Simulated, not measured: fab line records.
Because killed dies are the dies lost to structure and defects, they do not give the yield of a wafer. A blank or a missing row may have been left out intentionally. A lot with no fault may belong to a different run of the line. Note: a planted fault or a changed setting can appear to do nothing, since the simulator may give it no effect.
fab line records	flow n5-finfet
[record] lots = 6	wafers = 18	last-day = 17
route steps=1938 shown DUMMY_GATE@248 SPACER0@258 SD_EPI_N@262 PASSIVATION@1936
lots that met no fault: from a run of the same line without faults
start-h: hours from the record's opening day to when the first of the lot's shown wafers began	wait-h: hours from the lot's prior step to this one	" repeats the value in the row above	L1.1+2: a single row standing in for several wafers	- either no value or no given start	* or withheld: withheld	< > ~ a bound
route shown NAME@n: a module of which the file shows steps, and the number in the route of the first	usual: the fault-free wafers' mean and standard deviation	same: alike in all rows	chamber/n: place in a boat	sites: per-site readings	_std_site: standard deviation across them	_edge_site: outer sites' mean less inner sites'	radius-mm: for every site, how far away it sits from the centre of the wafer	mask NAME#n: copy n	behind: the tool/chamber that last shaped the wafer	hold: reason for holding the lot/hours on hold/outcome of the hold	device: whichever transistor did not switch (one of n, p or np)	end of line: the tests these same wafers got at the end of their route	a step without rows: its recipe alone	killed: not the wafer's yield, but the dies lost to structure and defects at the first sort	map: a wafer's dies, marking killed ones x, the rest . and places with no die _
set.NAME: the setting that was run; set.NAME@STEP: the one run at that earlier step	model.NAME: the simulator's own value behind a step, which no gauge read
lots seen at some steps along the route; tables by step, rows by wafer
services: from which hour (start-h, from the record's first day; less than 0 if before it) a tool's chamber was out of use, for how many hours, and why
[[steps]]
[step N5_DUMMY_GATE_ETCH_44]
[recipe] chemistry = HBr/O2	over-etch-frac = 0.7	target-depth-a = 1275	stop-on = SiO2	ion-energy-ev = 60	bias-w = 20	target = poly-Si	mask-material = SiO2	pressure-mtorr = 20	icp-w = 400	HBr_flow_sccm = 120	O2_flow_sccm = 10
[usual] drypump-motor-current-A = 5.5/0.49	oes-product-au = 0.730/0.013	throttle-valve-pct = 18.53/0.28
lot.wafer	tool	chamber	start-h	wait-h	drypump-motor-current-A	oes-product-au	rf-hours-counter-h	throttle-valve-pct
L332.3	rie-si-04	1	77.32	0.0	4.9	0.718	19	18.70
L332.4	"	0	"	"	5.7	0.732	84	18.61
L332.6	"	0	"	"	5.7	0.749	-	18.61
L336.1	rie-si-05	1	94.83	0.0	6.3	0.739	42	18.37
L336.4	"	3	"	"	5.5	0.715	74	18.22
L336.5	"	1	"	"	6.3	0.740	-	18.38
L337.1	rie-si-04	0	104.34	0.0	5.7	0.719	85	18.59
L337.3	"	1	"	"	4.9	0.709	20	18.71
L337.4	"	3	"	"	5.1	0.738	73	18.70
L338.2	rie-si-01	2	107.55	0.0	5.0	0.715	93	18.07
L338.5	"	0	"	"	5.7	0.734	-	18.62
L338.6	"	3	"	"	6.3	0.736	-	18.37
L347.2	rie-si-01	0	164.44	0.0	5.7	0.734	129	18.59
L347.4	"	2	"	"	5.0	0.711	94	18.10
L347.5	"	1	"	"	5.8	0.711	-	18.98
L349.2	rie-si-04	2	173.20	0.0	4.9	0.746	8	18.12
L349.5	"	2	"	"	4.9	0.746	-	18.14
L349.6	"	1	"	"	4.9	0.710	-	18.71
[step N5_DUMMY_GATE_CD_MEAS_24]
[recipe] target-cd-nm = 15
[usual] cd-nm = 15.0/0.38
lot.wafer	tool	chamber	start-h	wait-h	cd-nm
L332.3	cd-sem-01	-	77.43	0.1	14.9
L332.4	"	-	"	"	15.4
L332.6	"	-	"	"	14.5
L336.1	cd-sem-02	-	94.94	0.1	15.2
L336.4	"	-	"	"	15.0
L336.5	"	-	"	"	15.2
L337.1	cd-sem-03	-	104.45	0.1	14.7
L337.3	"	-	"	"	15.2
L337.4	"	-	"	"	14.5
L338.2	cd-sem-01	-	107.66	0.1	14.8
L338.5	"	-	"	"	14.9
L338.6	"	-	"	"	14.9
L347.2	cd-sem-02	-	164.55	0.1	15.3
L347.4	"	-	"	"	15.0
L347.5	"	-	"	"	15.1
L349.2	cd-sem-01	-	173.31	0.1	14.8
L349.5	"	-	"	"	15.7
L349.6	"	-	"	"	14.1
[step N5_DUMMY_GATE_ETCH_42]
[recipe] chemistry = CHF3/O2	target = SiO2	target-depth-a = 35	time-s = 31	ion-energy-ev = 30	bias-w = 12	pressure-mtorr = 30	source-w = 600	Ar_flow_sccm = 200	CHF3_flow_sccm = 50	O2_flow_sccm = 5
[step N5_DUMMY_GATE_STRIP_48]
[recipe] chemistry = N2/H2	time-s = 20	power-w = 100	temp-c = 40	pressure-mtorr = 100	rf-frequency-hz = 6e+07	bias-power-w = 3	n2-flow-sccm = 300	h2-flow-sccm = 300
[step N5_DUMMY_GATE_PRECLEAN_33]
[recipe] chemistry = dHF	time-s = 10	dilution = 750:1	temp-c = 25
[step N5_DUMMY_GATE_PRECLEAN_25]
[recipe] chemistry = O3/DIW	time-s = 45	temp-c = 22	o3-ppm = 10
[step N5_DUMMY_GATE_PRECLEAN_51]
[recipe] chemistry = SC2	time-s = 45	temp-c = 35	mix = 1:1:50
[step N5_DUMMY_GATE_SRD_26]
[recipe] dry = ipa-marangoni	time-s = 30	temp-c = 23	rinse-liquid = diw
[step N5_DUMMY_GATE_UV_OZONE_45]
[recipe] time-s = 120	pressure-torr = 760	temp-c = 25
[step N5_DUMMY_GATE_INSPECT_27]
[recipe] inspect-instrument = brightfield	mode = aei
[usual] raw-defect-count = 286/68
lot.wafer	tool	chamber	start-h	wait-h	raw-defect-count
L332.3	defect-inspect-01	-	77.71	0.0	279
L332.4	"	-	"	"	250
L332.6	"	-	"	"	265
L336.1	defect-inspect-02	-	95.22	0.0	301
L336.4	"	-	"	"	281
L336.5	"	-	"	"	302
L337.1	defect-inspect-01	-	104.73	0.0	248
L337.3	"	-	"	"	180
L337.4	"	-	"	"	295
L338.2	defect-inspect-01	-	107.94	0.0	290
L338.5	"	-	"	"	274
L338.6	"	-	"	"	191
L347.2	defect-inspect-02	-	164.95	0.0	236
L347.4	"	-	"	"	299
L347.5	"	-	"	"	160
L349.2	defect-inspect-01	-	173.73	0.0	361
L349.5	"	-	"	"	292
L349.6	"	-	"	"	237
[step N5_SPACER0_ALD_07]
[recipe] material = SiNx	target-thk-a = 20	temp-c = 400	ald-precursor-family = SiH2I2	ald-co-reactant = N2/H2-plasma	pressure-torr = 2
[usual] heater-power-w = 857/100
lot.wafer	tool	chamber	start-h	wait-h	heater-power-w
L332.3	ald-sin-04	2	77.75	0.0	1092
L332.4	"	0	"	"	995
L332.6	"	2	"	"	1118
L336.1	ald-sin-04	0	96.48	1.3	1001
L336.4	"	1	"	"	793
L336.5	"	0	"	"	989
L337.1	ald-sin-02	0	106.11	1.4	747
L337.3	"	1	"	"	855
L337.4	"	2	"	"	879
L338.2	ald-sin-04	3	108.06	0.1	902
L338.5	"	2	"	"	1109
L338.6	"	3	"	"	908
L347.2	ald-sin-02	0	166.28	1.3	747
L347.4	"	3	"	"	778
L347.5	"	1	"	"	876
L349.2	ald-sin-02	1	173.77	0.0	859
L349.5	"	1	"	"	853
L349.6	"	0	"	"	781
[step N5_SPACER0_ALD_00]
[recipe] material = SiOCN	target-thk-a = 35	temp-c = 400	ald-precursor-family = alkyl-aminosilane	ald-co-reactant = O2/N2-plasma	pulse-time-s = 3	purge-time-s = 2	co-reactant-purge-time-s = 2	ald-cycles = 58	pressure-torr = 2
[step N5_SPACER0_ALD_08]
[recipe] material = SiNx	target-thk-a = 20	temp-c = 400	ald-precursor-family = SiH2I2	ald-co-reactant = N2/H2-plasma	pressure-torr = 2
[usual] heater-power-w = 857/100
lot.wafer	tool	chamber	start-h	wait-h	heater-power-w
L332.3	ald-sin-04	2	78.16	0.1	1133
L332.4	"	0	"	"	980
L332.6	"	2	"	"	1113
L336.1	ald-sin-04	0	96.89	0.1	978
L336.4	"	1	"	"	777
L336.5	"	0	"	"	1011
L337.1	ald-sin-02	0	106.52	0.1	743
L337.3	"	1	"	"	841
L337.4	"	2	"	"	902
L338.2	ald-sin-04	3	108.47	0.1	880
L338.5	"	3	"	"	889
L338.6	"	0	"	"	978
L347.2	ald-sin-02	0	166.69	0.1	751
L347.4	"	3	"	"	769
L347.5	"	1	"	"	838
L349.2	ald-sin-02	1	174.18	0.1	844
L349.5	"	1	"	"	857
L349.6	"	0	"	"	775
[step N5_SPACER0_INSPECT_04]
[recipe] inspect-instrument = darkfield	mode = post-dep
[usual] raw-defect-count = 133/29
lot.wafer	tool	chamber	start-h	wait-h	raw-defect-count
L332.3	defect-inspect-02	-	78.32	0.1	117
L332.4	"	-	"	"	81
L332.6	"	-	"	"	130
L336.1	defect-inspect-01	-	97.05	0.1	129
L336.4	"	-	"	"	127
L336.5	"	-	"	"	188
L337.1	defect-inspect-01	-	106.67	0.1	145
L337.3	"	-	"	"	109
L337.4	"	-	"	"	174
L338.2	defect-inspect-02	-	108.63	0.1	166
L338.5	"	-	"	"	120
L338.6	"	-	"	"	101
L347.2	defect-inspect-01	-	166.84	0.1	115
L347.4	"	-	"	"	136
L347.5	"	-	"	"	100
L349.2	defect-inspect-02	-	174.34	0.1	150
L349.5	"	-	"	"	100
L349.6	"	-	"	"	98
[step N5_SD_EPI_N_COAT_32]
[recipe] resist = SOC	temp-c = 250	time-s = 60	spin-rpm = 1500	resist-thk-nm = 350
[step N5_SD_EPI_N_COAT_33]
[recipe] resist = SiARC	temp-c = 220	time-s = 60	spin-rpm = 1500	resist-thk-nm = 35
[step N5_SD_EPI_N_COAT_03]
[recipe] resist = CAR-ArF-block	spin-rpm = 1500	resist-thk-nm = 150
[step N5_SD_EPI_N_EBR_05]
[recipe] solvent = PGMEA	ebr-width-mm = 1.5
[step N5_SD_EPI_N_SOFTBAKE_04]
[recipe] temp-c = 110	time-s = 60	resist = CAR-ArF-block
[step N5_SD_EPI_N_EXPOSE_06]
[recipe] mask-id = SD_N_BLK	na = 1.35	source-shape = conventional	sigma-outer = 0.8	polarization = unpolarized	target-cd-nm = 120	dose-mj = 39.75
[step N5_SD_EPI_N_PEB_07]
[recipe] peb-temp-c = 110	peb-time-s = 60	resist = CAR-ArF-block
[step N5_SD_EPI_N_DEVELOP_08]
[recipe] develop-time-s = 30	developer = TMAH	resist = CAR-ArF-block	dev-temp-c = 23	rinse-liquid = diw	dry = air-spin
[step N5_SD_EPI_N_CD_MEAS_09]
[recipe] target-cd-nm = 120	landing-energy-ev = 500	detector = se-inlens
[usual] cd-nm = 120.1/0.66
lot.wafer	tool	chamber	start-h	wait-h	cd-nm
L332.3	cd-sem-02	0	78.59	-	120.6
L332.4	"	0	"	"	121.3
L332.6	"	0	"	"	121.1
L336.1	cd-sem-03	0	97.33	-	118.1
L336.4	"	0	"	"	119.5
L336.5	"	0	"	"	120.3
L337.1	cd-sem-01	0	106.95	-	120.5
L337.3	"	0	"	"	120.7
L337.4	"	0	"	"	120.6
L338.2	cd-sem-01	0	108.90	-	120.7
L338.5	"	0	"	"	120.4
L338.6	"	0	"	"	121.0
L347.2	cd-sem-01	0	167.12	-	119.2
L347.4	"	0	"	"	119.3
L347.5	"	0	"	"	118.8
L349.2	cd-sem-01	0	174.74	-	119.5
L349.5	"	0	"	"	118.4
L349.6	"	0	"	"	119.6
[step N5_SD_EPI_N_OVL_MEAS_10]
[recipe] points-per-wafer = 44
[usual] SD_N_BLK_OVL = 0.0/0.78
lot.wafer	tool	chamber	start-h	wait-h	SD_N_BLK_OVL[nm]
L332.3	overlay-02	0	78.62	0.0	-0.1
L332.4	"	0	"	"	-0.6
L332.6	"	0	"	"	-0.9
L336.1	overlay-02	0	97.36	0.0	1.1
L336.4	"	0	"	"	0.8
L336.5	"	0	"	"	1.0
L337.1	overlay-02	0	106.98	0.0	0.2
L337.3	"	0	"	"	0.7
L337.4	"	0	"	"	0.4
L338.2	overlay-02	0	108.93	0.0	-0.2
L338.5	"	0	"	"	0.7
L338.6	"	0	"	"	-0.2
L347.2	overlay-01	0	167.15	0.0	-2.1
L347.4	"	0	"	"	-0.9
L347.5	"	0	"	"	-0.2
L349.2	overlay-02	0	174.77	0.0	-0.2
L349.5	"	0	"	"	-1.4
L349.6	"	0	"	"	0.5
[step N5_SD_EPI_N_INSPECT_11]
[recipe] mode = adi	inspect-instrument = macro
[usual] raw-defect-count = 2.1/1.5
lot.wafer	tool	chamber	start-h	wait-h	raw-defect-count
L332.3	defect-inspect-01	-	78.64	0.0	4
L332.4	"	-	"	"	1
L332.6	"	-	"	"	0
L336.1	defect-inspect-01	-	97.38	0.0	2
L336.4	"	-	"	"	4
L336.5	"	-	"	"	2
L337.1	defect-inspect-01	-	107.00	0.0	1
L337.3	"	-	"	"	1
L337.4	"	-	"	"	3
L338.2	defect-inspect-01	-	108.95	0.0	1
L338.5	"	-	"	"	3
L338.6	"	-	"	"	2
L347.2	defect-inspect-01	-	167.17	0.0	4
L347.4	"	-	"	"	4
L347.5	"	-	"	"	0
L349.2	defect-inspect-02	-	174.79	0.0	1
L349.5	"	-	"	"	2
L349.6	"	-	"	"	2
[step N5_SD_EPI_N_DESCUM_14]
[recipe] chemistry = O2	time-s = 7.9	source-power-w = 50	bias-power-w = 20	pressure-mtorr = 20	rf-frequency-hz = 2.712e+07	temp-c = 40	resist = CAR-ArF-block	o2-flow-sccm = 225
[step N5_SD_EPI_N_ETCH_34]
[recipe] chemistry = CF4	target = SiARC	target-depth-a = 455	mask-material = CAR-ArF-block	time-s = 75.8	ion-energy-ev = 80	pressure-mtorr = 40	source-w = 545	bias-w = 36	Ar_flow_sccm = 100	cf4-flow-sccm = 100	ends = cleared
[usual] drypump-motor-current-A = 6.0/0.49	etch-rf-on-time-s = 75.8/1.9	oes-product-au = 0.64/0.069	rf-vpp-V = 183.7/1.2	showerhead-plenum-p-Torr = 2.12/0.071	throttle-valve-pct = 15.65/0.19
lot.wafer	tool	chamber	start-h	wait-h	drypump-motor-current-A	etch-rf-on-time-s	oes-product-au	rf-hours-counter-h	rf-vpp-V	showerhead-plenum-p-Torr	throttle-valve-pct
L332.3	rie-diel-04	2	78.71	0.0	5.6	78.0	0.62	189	183.0	2.04	15.72
L332.4	"	0	"	"	6.7	76.0	0.60	-	182.6	2.03	15.93
L332.6	"	2	"	"	5.6	79.3	0.61	-	182.4	2.04	15.73
L336.1	rie-diel-04	0	97.45	0.0	6.7	75.8	0.59	226	182.8	2.03	15.95
L336.4	"	2	"	"	5.6	78.0	0.61	196	182.2	2.04	15.73
L336.5	"	1	"	"	6.3	73.8	0.58	-	185.4	2.11	15.58
L337.1	rie-diel-03	2	107.12	0.0	5.4	74.8	0.72	69	184.2	2.16	15.32
L337.3	"	3	"	"	5.7	75.7	0.61	231	181.6	2.03	15.86
L337.4	"	1	"	"	5.3	75.6	0.74	41	185.5	2.18	15.30
L338.2	rie-diel-04	3	109.04	0.0	6.4	76.7	0.80	9	185.1	2.20	15.52
L338.5	"	1	"	"	6.3	73.7	0.60	-	183.9	2.11	15.58
L338.6	"	0	"	"	6.7	75.7	0.58	-	182.7	2.03	15.93
L347.2	rie-diel-02	0	167.24	0.0	5.3	76.3	0.61	198	183.2	2.04	15.52
L347.4	"	2	"	"	5.2	75.6	0.60	225	183.8	2.20	15.95
L347.5	"	3	"	"	5.6	71.9	0.65	-	182.1	2.13	15.56
L349.2	rie-diel-04	3	174.86	0.0	6.4	76.4	0.75	35	183.7	2.19	15.60
L349.5	"	1	"	"	6.3	74.1	0.58	-	182.7	2.10	15.63
L349.6	"	3	"	"	6.4	76.2	0.75	-	183.4	2.19	15.60
[step N5_SD_EPI_N_ETCH_35]
[recipe] chemistry = N2/H2	target = SOC	overetch-a = 1080	mask-material = SiARC	temp-c = 40	ion-energy-ev = 100	source-w = 3000	bias-w = 133	pressure-mtorr = 20	time-s = 486	n2-flow-sccm = 200	h2-flow-sccm = 200
[step N5_SD_EPI_N_STRIP_36]
[recipe] chemistry = N2/H2	temp-c = 40	n2-flow-sccm = 200	h2-flow-sccm = 200	rf-frequency-hz = 6e+07
[step N5_SD_EPI_N_ETCHBACK_44]
[recipe] chemistry = CH3F/O2	mode = anisotropic-etchback	target = SiNx	target-depth-a = 145	stop-on = SiO2	over-etch-frac = 0.3	ion-energy-ev = 120	pressure-mtorr = 30	source-w = 395	bias-w = 73	Ar_flow_sccm = 150	CH3F_flow_sccm = 30	O2_flow_sccm = 20
[usual] drypump-motor-current-A = 6.0/0.49	oes-product-au = 0.64/0.069	rf-vpp-V = 299/6.6	showerhead-plenum-p-Torr = 1.98/0.074	throttle-valve-pct = 16.41/0.2
lot.wafer	tool	chamber	start-h	wait-h	drypump-motor-current-A	oes-product-au	rf-hours-counter-h	rf-vpp-V	showerhead-plenum-p-Torr	throttle-valve-pct
L332.3	rie-diel-04	2	79.09	0.0	5.6	0.63	189	298	1.90	16.45
L332.4	"	0	"	"	6.7	0.60	-	304	1.90	16.67
L332.6	"	2	"	"	5.6	0.63	-	298	1.90	16.44
L336.1	rie-diel-04	0	97.83	0.0	6.7	0.59	226	303	1.90	16.69
L336.4	"	2	"	"	5.6	0.62	196	299	1.89	16.45
L336.5	"	1	"	"	6.3	0.59	-	289	1.97	16.32
L337.1	rie-diel-03	2	107.50	0.0	5.4	0.72	69	305	2.02	16.10
L337.3	"	3	"	"	5.7	0.61	231	282	1.90	16.66
L337.4	"	1	"	"	5.3	0.75	41	298	2.02	15.95
L338.2	rie-diel-04	3	109.42	0.0	6.4	0.80	9	307	2.06	16.35
L338.5	"	1	"	"	6.3	0.59	-	289	1.97	16.31
L338.6	"	0	"	"	6.7	0.59	-	306	1.89	16.71
L347.2	rie-diel-02	0	167.62	0.0	5.3	0.61	198	300	1.89	16.20
L347.4	"	2	"	"	5.3	0.61	225	298	2.06	16.70
L347.5	"	3	"	"	5.6	0.63	-	300	2.01	16.40
L349.2	rie-diel-04	3	175.24	0.0	6.4	0.75	35	306	2.05	16.41
L349.5	"	1	"	"	6.3	0.58	-	289	1.96	16.38
L349.6	"	3	"	"	6.4	0.76	-	307	2.05	16.40
[step N5_SD_EPI_N_ETCH_45]
[recipe] chemistry = CH3F/O2	target = SiOCN	target-depth-a = 60	mask-material = SOC	ion-energy-ev = 60	bias-w = 29	pressure-mtorr = 15	source-w = 410	Ar_flow_sccm = 150	CH3F_flow_sccm = 30	O2_flow_sccm = 20
[step N5_SD_EPI_N_ETCH_16]
[recipe] chemistry = CHF3/O2	target = SiO2	target-depth-a = 50	mask-material = SOC	pressure-mtorr = 30	source-w = 650	bias-w = 170	Ar_flow_sccm = 200	CHF3_flow_sccm = 50	O2_flow_sccm = 5	ion-energy-ev = 200
[usual] drypump-motor-current-A = 6.0/0.5	oes-product-au = 0.75/0.082	rf-vpp-V = 528/11	showerhead-plenum-p-Torr = 2.39/0.085	throttle-valve-pct = 18.94/0.2
lot.wafer	tool	chamber	start-h	wait-h	drypump-motor-current-A	oes-product-au	rf-hours-counter-h	rf-vpp-V	showerhead-plenum-p-Torr	throttle-valve-pct
L332.3	rie-diel-04	2	79.29	0.1	5.6	0.73	189	528	2.29	19.00
L332.4	"	0	"	"	6.7	0.70	-	535	2.29	19.19
L332.6	"	2	"	"	5.6	0.73	-	526	2.29	19.00
L336.1	rie-diel-04	0	98.03	0.1	6.7	0.70	226	536	2.28	19.19
L336.4	"	2	"	"	5.6	0.73	196	526	2.29	18.98
L336.5	"	1	"	"	6.3	0.70	-	511	2.38	18.82
L337.1	rie-diel-03	2	107.70	0.1	5.4	0.84	69	536	2.43	18.61
L337.3	"	3	"	"	5.7	0.71	231	496	2.29	19.16
L337.4	"	1	"	"	5.3	0.88	42	525	2.43	18.49
L338.2	rie-diel-04	3	109.62	0.1	6.4	0.95	9	542	2.48	18.96
L338.5	"	1	"	"	6.3	0.70	-	510	2.38	18.82
L338.6	"	0	"	"	6.7	0.69	-	537	2.28	19.19
L347.2	rie-diel-02	0	167.82	0.1	5.3	0.71	198	528	2.28	18.67
L347.4	"	2	"	"	5.2	0.71	225	524	2.48	19.24
L347.5	"	3	"	"	5.6	0.75	-	529	2.42	18.95
L349.2	rie-diel-04	3	175.44	0.1	6.4	0.88	35	541	2.47	19.00
L349.5	"	1	"	"	6.3	0.68	-	510	2.37	18.86
L349.6	"	3	"	"	6.5	0.89	-	540	2.47	19.00
[step N5_SD_EPI_N_STRIP_47]
[recipe] chemistry = CHF3/O2	resist = SiARC	rf-frequency-hz = 6e+07
[step N5_SD_EPI_N_SD_RECESS_17]
[recipe] chemistry = HBr/Cl2/O2	target-depth-a = 410	mask-material = SOC	time-s = 23.7	bt-time-s = 3	pressure-mtorr = 10	icp-w = 800	bias-w = 112	HBr_flow_sccm = 150	Cl2_flow_sccm = 80	O2_flow_sccm = 12
[step N5_SD_EPI_N_STRIP_38]
[recipe] chemistry = N2/H2	power-w = 1000	temp-c = 250	h2-frac = 0.65	overash-fraction = 0.3	pressure-mtorr = withheld	n2-flow-sccm = 1750	h2-flow-sccm = 3250
[step N5_SD_EPI_N_WET_ETCH_43]
[recipe] chemistry = dHF	dilution = withheld	time-s = 14	target = SiO2	target-depth-a = 15	temp-c = 25
lot.wafer	tool	chamber	start-h	wait-h	model.SiNx_of_SPACER0_ALD_08.thk-nm
L332.3+4+6	wet-bench-04	4,3,7	79.55	-	1.6
L336.1+4	wet-bench-03	4,7	98.28	-	1.6
L336.5	"	5	"	"	1.2
L337.1+3+4	wet-bench-06	7,5,3	107.95	-	1.6
L338.2	wet-bench-04	7	110.00	-	1.4
L338.5+6	"	0,2	"	"	1.2
L347.2+4+5	wet-bench-04	5,4,2	168.07	-	1.6
L349.2+5+6	wet-bench-03	4,6,1	175.69	-	1.6
[step N5_SD_EPI_N_STRIP_18]
[recipe] chemistry = SPM	time-s = 750	temp-c = 130	h2so4-h2o2-vol-ratio = 4
[step N5_PASSIVATION_PROBE_49]
[usual] killed_at_M0_to_M3 = 37/12	killed_at_M4_up = 14/5.3	killed-at-contacts = 12/6.2	killed-at-front-end = 41/11	killed-at-other = 3.7/2.9	killed-dies = 107/17	killed-open = 71/12	killed-short = 34/7.9
[same] gross-dies = 1180	killed-at-back-side = 0
lot.wafer	tool	chamber	start-h	wait-h	killed_at_M0_to_M3	killed_at_M4_up	killed-at-contacts	killed-at-front-end	killed-at-other	killed-dies	killed-open	killed-short
L337.1	prober-02	-	317.43	0.0	35	13	15	42	1	106	75	24
L337.3	prober-02	-	317.53	0.1	62	9	17	34	3	125	82	37
L337.4	prober-02	-	317.58	0.2	33	7	6	36	3	85	56	23
L347.2	prober-02	-	395.26	0.1	37	12	16	34	11	110	73	36
L347.4	prober-02	-	395.36	0.2	37	22	15	32	4	110	75	33
L347.5	prober-02	-	395.41	0.2	48	14	12	42	10	126	77	45
L349.2	prober-01	-	403.46	0.1	28	21	10	54	1	114	70	35
L349.5	prober-01	-	403.61	0.2	42	20	11	55	0	128	90	38
L349.6	prober-01	-	403.66	0.3	32	12	6	63	1	114	73	40
// killed by level:class
L337.1 STI_FIN_REVEAL:geometric-particle:open=11 MOL_CONTACT_COAG:geometric-particle:open=10 DUMMY_GATE:geometric-particle:open=10 BEOL_M3:geometric-particle:open=8 BEOL_M0_SAQP:geometric-particle:short=6 BEOL_M1:geometric-particle:open=6 FIN_SAQP:geometric-particle:open=5 BEOL_M2:geometric-particle:open=5
L337.3 BEOL_M3:geometric-particle:open=14 BEOL_M2:geometric-particle:open=12 MOL_CONTACT_COAG:geometric-particle:open=10 BEOL_M1:geometric-particle:open=10 STI_FIN_REVEAL:geometric-particle:open=8 BEOL_M2:geometric-particle:short=8 DUMMY_GATE:geometric-particle:open=6 BEOL_M0_SAQP:geometric-particle:short=6
L337.4 BEOL_M1:geometric-particle:open=9 DUMMY_GATE:geometric-particle:open=7 GATE_CUT:geometric-particle:short=5 BEOL_M0_SAQP:geometric-particle:short=5 BEOL_M2:geometric-particle:open=5 BEOL_M3:geometric-particle:open=5 BEOL_M5:geometric-particle:open=5 HKMG_FIN:area-etch=5
L347.2 MOL_CONTACT_COAG:geometric-particle:open=15 BEOL_M0_SAQP:geometric-particle:short=11 FIN_SAQP:geometric-particle:open=8 BEOL_M0_SAQP:geometric-particle:open=8 BEOL_M1:geometric-particle:open=7 BEOL_M2:geometric-particle:open=7 STI_FIN_REVEAL:geometric-particle:open=6 DUMMY_GATE:geometric-particle:open=4
L347.4 BEOL_M0_SAQP:geometric-particle:open=15 MOL_CONTACT_COAG:geometric-particle:open=13 BEOL_M4:geometric-particle:open=10 BEOL_M0_SAQP:geometric-particle:short=8 FIN_SAQP:geometric-particle:short=6 BEOL_M8:geometric-particle:open=6 STARTING-WAFER:geometric-particle:open=5 FIN_SAQP:geometric-particle:open=4
L347.5 BEOL_M0_SAQP:geometric-particle:short=15 STI_FIN_REVEAL:geometric-particle:open=11 MOL_CONTACT_COAG:geometric-particle:open=11 BEOL_M0_SAQP:geometric-particle:open=9 BEOL_M1:geometric-particle:open=9 ILD0:geometric-particle:short=7 BEOL_M4:geometric-particle:open=7 BEOL_M2:geometric-particle:open=6
L349.2 FIN_SAQP:geometric-particle:open=19 BEOL_M4:geometric-particle:open=8 FIN_SAQP:geometric-particle:short=7 BEOL_M0_SAQP:geometric-particle:short=7 BEOL_M3:geometric-particle:open=7 MOL_CONTACT_COAG:geometric-particle:open=6 HKMG_FIN:area-etch=6 STI_FIN_REVEAL:geometric-particle:open=4
L349.5 FIN_SAQP:geometric-particle:open=23 FIN_SAQP:geometric-particle:short=12 BEOL_M4:geometric-particle:open=11 MOL_CONTACT_COAG:geometric-particle:open=10 STI_FIN_REVEAL:geometric-particle:open=7 BEOL_M3:geometric-particle:open=7 BEOL_M3:geometric-particle:short=7 BEOL_M2:geometric-particle:open=6
L349.6 FIN_SAQP:geometric-particle:open=20 FIN_SAQP:geometric-particle:short=14 BEOL_M3:geometric-particle:open=8 GATE_CUT:geometric-particle:short=7 STI_FIN_REVEAL:geometric-particle:open=6 GATE_CUT:geometric-particle:open=6 BEOL_M0:geometric-particle:open=6 BEOL_M1:geometric-particle:open=6
[[services]]
tool	chamber	start-h	hours	kind
rie-diel-04	3	64.18	-	clean
rie-diel-04	3	64.18	-	consumable-replace:focus-ring
rie-diel-04	3	64.18	21.7	scheduled-down
rie-diel-04	3	64.18	21.7	vent-cycle
rie-diel-03	0	64.56	13.4	repair
wet-bench-06	-	75.54	1.9	pm
rie-diel-02	0	79.64	8.6	repair
rie-diel-02	1	79.64	3.7	repair
rie-si-01	-	82.98	15.6	pm
ald-sin-02	-	99.08	3.6	repair
ald-sin-02	-	119.38	2.8	pm
rie-si-05	0	124.86	0.9	repair
rie-diel-02	-	145.40	4.3	pm
wet-bench-06	-	148.52	2.5	repair
rie-diel-03	3	158.12	-	clean
rie-diel-03	3	158.12	-	consumable-replace:focus-ring
rie-diel-03	3	158.12	-	consumable-replace:showerhead
ald-sin-04	-	161.65	6.1	pm
rie-diel-02	-	163.03	3.2	repair
rie-diel-04	0	165.28	-	clean
rie-diel-04	0	165.28	-	consumable-replace:focus-ring
rie-diel-04	0	165.28	-	consumable-replace:showerhead
rie-diel-04	0	165.28	18.7	scheduled-down
rie-diel-04	0	165.28	18.7	vent-cycle
[[key]]
first-sign none at tools or gauges
[model-effect] step = N5_SD_EPI_N_WET_ETCH_43	value = SiNx_of_SPACER0_ALD_08.thk-nm	without = 1.6	struck = 1.25
met-at N5_SPACER0_ALD_08
struck-wafers L336.5,L338.2,L338.5,L338.6
tester-left-out L336,L338
onset-between 78.16 96.89
[fault] kind = process-parameter-drift	tool = ald-sin-04	chamber = -	onset-h = 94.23	steps = N5_SPACER0_ALD_08	channel = target-thk-a	offset = *	shape = step	end-h = 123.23	scope = struck-wafers-only	acts-in = *	stated = *
// tester-left-out: of these lots the tester's yield and bins aren't shown, on N5 and GAA mostly nor the transistor test; their killed dies are dies lost to structure and defects alone, not to doping, threshold or leakage, so they don't give the yield
